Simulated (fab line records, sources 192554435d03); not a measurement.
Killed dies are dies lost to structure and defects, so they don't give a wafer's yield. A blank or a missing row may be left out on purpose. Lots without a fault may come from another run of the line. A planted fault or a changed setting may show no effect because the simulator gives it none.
Which tool did it? | flow n5_finfet | 12 lots, 36 wafers sampled, at 6 steps of a route of 1938

WHAT THE GAUGES READ, wafer by wafer
N5_GATE_CUT_CD_MEAS_13: target cd 20 nm.
lot  | measured     | on        | cd_nm (nm)
L076 | day 4 21:57  | cd_sem-03 | 19.62 20.16 19.67
L077 | day 5 06:46  | cd_sem-02 | 20.20 19.72 19.96
L079 | day 6 03:26  | cd_sem-03 | 20.42 20.37 20.13
L081 | day 6 08:57  | cd_sem-03 | 20.17 20.23 20.46
L083 | day 6 17:17  | cd_sem-03 | 20.00 19.87 20.75
L085 | day 7 03:34  | cd_sem-01 | 19.62 20.05 19.81
L087 | day 7 22:14  | cd_sem-01 | 20.26 20.15 20.21
L089 | day 8 05:58  | cd_sem-03 | 20.05 20.31 20.39
L091 | day 8 17:17  | cd_sem-03 | 19.95 19.68 19.67
L093 | day 9 06:44  | cd_sem-03 | 19.79 20.27 20.22
L095 | day 9 17:58  | cd_sem-03 | 20.26 19.62 19.95
L097 | day 10 08:52 | cd_sem-02 | 19.60 19.74 20.11

WHICH TOOL RAN EACH LOT (tool, then ch and the chambers of the sampled wafers, then the start)
lot  | N5_HKMG_FIN_HK_ANNEAL_02        | N5_HKMG_FIN_DESCUM_17             | N5_HKMG_FIN_ALD_21                 | N5_GATE_CUT_STRIP_59              | N5_GATE_CUT_CMP_02
L076 | rtp_anneal-01 ch 0, day 4 09:34 | rie_diel-04 ch 0,1,2, day 4 13:40 | ald_metal-01 ch 2,3, day 4 16:49   | rie_diel-03 ch 0,1,3, day 4 18:37 | cmp-04 ch 0,3, day 4 21:12
L077 | rtp_anneal-02 ch 0, day 4 18:23 | rie_diel-02 ch 1,2,3, day 4 22:31 | ald_metal-01 ch 0,3, day 5 01:40   | rie_diel-05 ch 0,3, day 5 03:25   | cmp-02 ch 0,1,3, day 5 05:59
L079 | rtp_anneal-01 ch 0, day 5 14:43 | rie_diel-02 ch 2,3, day 5 19:10   | ald_metal-02 ch 0,1,2, day 5 22:25 | rie_diel-05 ch 0,1,2, day 6 00:16 | cmp-02 ch 1,2, day 6 02:46
L081 | rtp_anneal-01 ch 0, day 5 20:13 | rie_diel-04 ch 1,2,3, day 6 00:23 | ald_metal-02 ch 0,1, day 6 03:56   | rie_diel-06 ch 0,1,3, day 6 05:40 | cmp-03 ch 1,2, day 6 08:09
L083 | rtp_anneal-01 ch 0, day 6 05:02 | rie_diel-01 ch 0,1, day 6 09:11   | ald_metal-03 ch 1,2, day 6 12:20   | rie_diel-06 ch 1,3, day 6 14:00   | cmp-04 ch 1,2, day 6 16:30
L085 | rtp_anneal-01 ch 0, day 6 14:08 | rie_diel-04 ch 0,1,3, day 6 18:11 | ald_metal-03 ch 1,2,3, day 6 21:41 | rie_diel-03 ch 0,1,3, day 6 23:49 | cmp-04 ch 0,1,3, day 7 02:53
L087 | rtp_anneal-01 ch 0, day 7 08:39 | rie_diel-01 ch 0,1,2, day 7 12:35 | ald_metal-03 ch 1,3, day 7 15:50   | rie_diel-05 ch 1,2, day 7 17:33   | cmp-03 ch 0,1,2, day 7 21:14
L089 | rtp_anneal-02 ch 0, day 7 17:40 | rie_diel-02 ch 0,3, day 7 21:43   | ald_metal-02 ch 1,2, day 8 00:56   | rie_diel-05 ch 0,3, day 8 02:38   | cmp-02 ch 2,3, day 8 05:08
L091 | rtp_anneal-01 ch 0, day 8 05:00 | rie_diel-01 ch 0,3, day 8 09:08   | ald_metal-01 ch 0,2,3, day 8 12:22 | rie_diel-03 ch 1,2,3, day 8 14:02 | cmp-03 ch 1,2,3, day 8 16:37
L093 | rtp_anneal-01 ch 0, day 8 18:26 | rie_diel-02 ch 2,3, day 8 22:39   | ald_metal-02 ch 1,3, day 9 01:47   | rie_diel-06 ch 1,2, day 9 03:28   | cmp-04 ch 0,2,3, day 9 05:56
L095 | rtp_anneal-01 ch 0, day 9 05:22 | rie_diel-01 ch 0,2,3, day 9 09:37 | ald_metal-01 ch 0,1,3, day 9 12:51 | rie_diel-06 ch 0,1,3, day 9 14:40 | cmp-02 ch 1,3, day 9 17:13
L097 | rtp_anneal-02 ch 0, day 9 20:33 | rie_diel-04 ch 0,2, day 10 00:52  | ald_metal-03 ch 0,2, day 10 04:00  | rie_diel-06 ch 0,2, day 10 05:40  | cmp-02 ch 2,3, day 10 08:10
- N5_HKMG_FIN_HK_ANNEAL_02: time 30 s.
- N5_HKMG_FIN_DESCUM_17: chemistry O2, time 7.9 s.
- N5_HKMG_FIN_ALD_21: deposits TiN, target thk 1.5 nm, pulse time 1 s, purge time 3 s.
- N5_GATE_CUT_STRIP_59: strips in N2/H2, time 20 s.
- N5_GATE_CUT_CMP_02: polishes, stops on SiO2, t overpolish 12.7 s, target thk 0 nm.

THE ANSWER, worked out from the rows above alone
Rule: what is usual is taken from the lots themselves. Put in order of their means at a reading, lots are off if they are a third of the lots or fewer, leave a main group of 4 or more, and stand apart from it by a gap of 3 or more times the standard deviation of the main group's means; of several such gaps the widest counts. A main group whose means are all the same, to the digits that the tables above print for the reading, isn't used. A lot without any number at a reading at which 4 lots or more have one is off too. The other lots that the step has rows for count as sound.
No lot is off at any reading shown: from this, nothing can be told.

WHAT THE SIMULATOR HAD PUT IN
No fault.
